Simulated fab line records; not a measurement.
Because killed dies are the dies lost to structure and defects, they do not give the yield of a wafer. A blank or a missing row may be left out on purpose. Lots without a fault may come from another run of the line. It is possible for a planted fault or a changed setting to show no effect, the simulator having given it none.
The tool behind it: which one?    flow nandHarc    12 lots with 36 wafers sampled at 5 steps, on a route of 1302 steps

## WHAT THE GAUGES SHOWED, per wafer
NHARC_HYBRID_BOND_OVL_MEAS_05.
lot   measured      on          overlayXNm (nm)  overlayYNm (nm)
L689  day 23 09:11  overlay-01  12 86 -11        55 -5 36
L691  day 23 17:34  overlay-01  28 -13 61        -6 -36 -1
L693  day 24 16:22  overlay-01  -26 62 15        -13 -37 -4
L696  day 26 15:26  overlay-02  9 51 27          13 26 -83
L695  day 27 05:01  overlay-01  7 -13 37         -24 33 17
L698  day 27 09:50  overlay-02  -10 -29 30       -20 -51 -13
L697  day 27 09:50  overlay-01  -24 11 80        -37 -7 16
L699  day 27 19:59  overlay-02  -67 -7 -5        78 -53 21
L703  day 29 13:01  overlay-02  -20 68 8         41 55 52
L707  day 31 01:11  overlay-01  47 -1 25         40 3 -34
L708  day 31 16:13  overlay-01  -9 6 -12         -16 -40 -4
L710  day 32 23:32  overlay-02  32 -6 -11        -2 34 22

NHARC_END_SORT_01.
lot   measured      on         defectLimitedYield (%)  killedAtArray  killedAtOther  killedAtPeriphery  killedDies   killedOpen  killedShort  sort_bin_2_pct (%)  sort_bin_3_pct (%)  sort_bin_4_pct (%)  sortNPass  sortRimYieldPct (%)  sortYieldPct (%)
L698  day 28 07:37  prober-02  0 0 0                   96 72 60       580 603 615    1 2 2              677 677 677  0 2 1       0 1 2        91.3 92.9 94.8      0.9 0.6 0.4         7.8 6.5 4.7         0 0 0      0 0 0                0 0 0
L697  day 28 08:51  prober-01  0 0 0                   45 33 39       627 639 629    5 5 9              677 677 677  2 1 3       0 4 4        94.8 96.2 95.4      0.9 0.9 0.3         4.3 3.0 4.3         0 0 0      0 0 0                0 0 0
L699  day 28 17:08  prober-02  0 0 0                   32 55 32       642 619 643    3 3 2              677 677 677  2 2 3       0 4 1        96.2 94.4 96.9      0.6 0.1 0.1         3.2 5.5 3.0         0 0 0      0 0 0                0 0 0

## WHICH TOOL RAN EACH LOT (tool, then ch and the chambers of the sampled wafers, then the start)
lot   NHARC_A_BONDPAD_DEGAS_25     NHARC_A_BONDPAD_PRE_CLEAN_26            NHARC_THIN_TSV_ETCHBACK_48
L689  pvdSputter-01, day 22 23:18  pvdSputter-01, day 23 09:11 or earlier  rieDiel-04 ch 0,3, day 23 15:24
L691  pvdSputter-02, day 23 06:34  pvdSputter-02, day 23 17:34 or earlier  rieDiel-05 ch 1,2,3, day 23 22:31
L693  pvdSputter-03, day 24 06:06  pvdSputter-03, day 24 16:22 or earlier  rieDiel-01 ch 1,2,3, day 24 22:38
L696  pvdSputter-03, day 26 03:46  pvdSputter-03, day 26 15:26 or earlier  rieDiel-04 ch 0,1, day 26 20:26
L695  pvdSputter-01, day 26 16:15  pvdSputter-01, day 27 05:01 or earlier  rieDiel-05 ch 0,1,2, day 27 10:02
L698  pvdSputter-02, day 26 22:41  pvdSputter-02, day 27 09:50 or earlier  rieDiel-04 ch 0,1,3, day 27 15:57
L697  pvdSputter-01, day 27 00:59  pvdSputter-01, day 27 09:50 or earlier  rieDiel-01 ch 0,1,2, day 27 14:46
L699  pvdSputter-02, day 27 04:16  pvdSputter-02, day 27 19:59 or earlier  rieDiel-04 ch 1,2,3, day 28 00:59
L703  pvdSputter-01, day 29 01:41  pvdSputter-01, day 29 13:01 or earlier  rieDiel-04 ch 0,2,3, day 29 18:23
L707  pvdSputter-02, day 30 14:05  pvdSputter-02, day 31 01:11 or earlier  rieDiel-05 ch 1,2, day 31 06:16
L708  pvdSputter-03, day 31 02:37  pvdSputter-03, day 31 16:13 or earlier  rieDiel-04 ch 0,1,3, day 31 21:19
L710  pvdSputter-03, day 32 14:47  pvdSputter-03, day 32 23:32 or earlier  rieDiel-01 ch 1,2, day 33 06:47
- NHARC_A_BONDPAD_DEGAS_25: time 60 s.
- NHARC_A_BONDPAD_PRE_CLEAN_26: time 30 s.
- NHARC_THIN_TSV_ETCHBACK_48: etches the open film in C4F8/Ar, target depth 1028.5 nm, time 405.17 s.

## WHAT THE TOOLS THEMSELVES READ (means of the sampled wafers that have a number; where no wafer has one, the mark that the record gives instead)
NHARC_A_BONDPAD_DEGAS_25.
lot   tool           heaterPowerW (W)
L689  pvdSputter-01  505
L691  pvdSputter-02  422
L693  pvdSputter-03  423
L696  pvdSputter-03  472
L695  pvdSputter-01  501
L698  pvdSputter-02  466
L697  pvdSputter-01  541
L699  pvdSputter-02  475
L703  pvdSputter-01  513
L707  pvdSputter-02  421
L708  pvdSputter-03  459
L710  pvdSputter-03  439

NHARC_A_BONDPAD_PRE_CLEAN_26.
lot   tool           heaterPowerW (W)
L689  pvdSputter-01  456
L691  pvdSputter-02  401
L693  pvdSputter-03  370
L696  pvdSputter-03  375
L695  pvdSputter-01  445
L698  pvdSputter-02  404
L697  pvdSputter-01  426
L699  pvdSputter-02  383
L703  pvdSputter-01  424
L707  pvdSputter-02  352
L708  pvdSputter-03  405
L710  pvdSputter-03  380

NHARC_THIN_TSV_ETCHBACK_48.
lot   tool        biasW (W)  chamberPressureMTorr (mTorr)  oesProductAu (a.u.)  rfVppV (V)
L689  rieDiel-04  299.3      25.006                        0.98                 549.7
L691  rieDiel-05  300.2      25.012                        0.92                 548.2
L693  rieDiel-01  299.9      25.018                        0.96                 545.4
L696  rieDiel-04  299.4      24.995                        0.94                 551.6
L695  rieDiel-05  299.9      24.979                        1.00                 547.9
L698  rieDiel-04  -          -                             -                    -
L697  rieDiel-01  -          -                             -                    -
L699  rieDiel-04  -          -                             -                    -
L703  rieDiel-04  300.3      24.969                        0.92                 548.8
L707  rieDiel-05  298.7      25.014                        1.01                 548.5
L708  rieDiel-04  300.9      24.998                        0.97                 549.2
L710  rieDiel-01  300.2      25.009                        0.93                 546.8

## THE ANSWER, worked out from the rows above alone
Rule: usual is defined by the lots themselves. Put in order of their means at a reading, lots are off if they are a third of the lots or fewer, leave a main group of 4 or more, and stand apart from it by a gap of 3 or more times the standard deviation of the main group's means; of several such gaps the widest counts. A main group is skipped when, at the precision printed for the reading in the tables above, its means are all equal. A lot without any number at a reading at which 4 lots or more have one is off too. Any other lot the step has rows for is counted as sound. After the gauges, taken in route order, come the tools' own readings; for these a lot's mean is taken, as printed above. At the first step where some lot is off, the reading lying furthest off is the one used; lots without a number count as furthest.
Off: L698, L697, L699, at NHARC_THIN_TSV_ETCHBACK_48 (biasW). Without a number there: L698, L697, L699. Main group: mean 299.9 W, sd 0.61.
A tool fits if, at that step or a process step before it, it ran every lot that is off, and no sound lot after the first of them. Because NHARC_A_BONDPAD_PRE_CLEAN_26 lacks a start for some lots, the hours and order of its lots are taken from NHARC_HYBRID_BOND_OVL_MEAS_05. Not one of the candidates tried fits.

## WHAT HAD BEEN PUT IN BY THE SIMULATOR
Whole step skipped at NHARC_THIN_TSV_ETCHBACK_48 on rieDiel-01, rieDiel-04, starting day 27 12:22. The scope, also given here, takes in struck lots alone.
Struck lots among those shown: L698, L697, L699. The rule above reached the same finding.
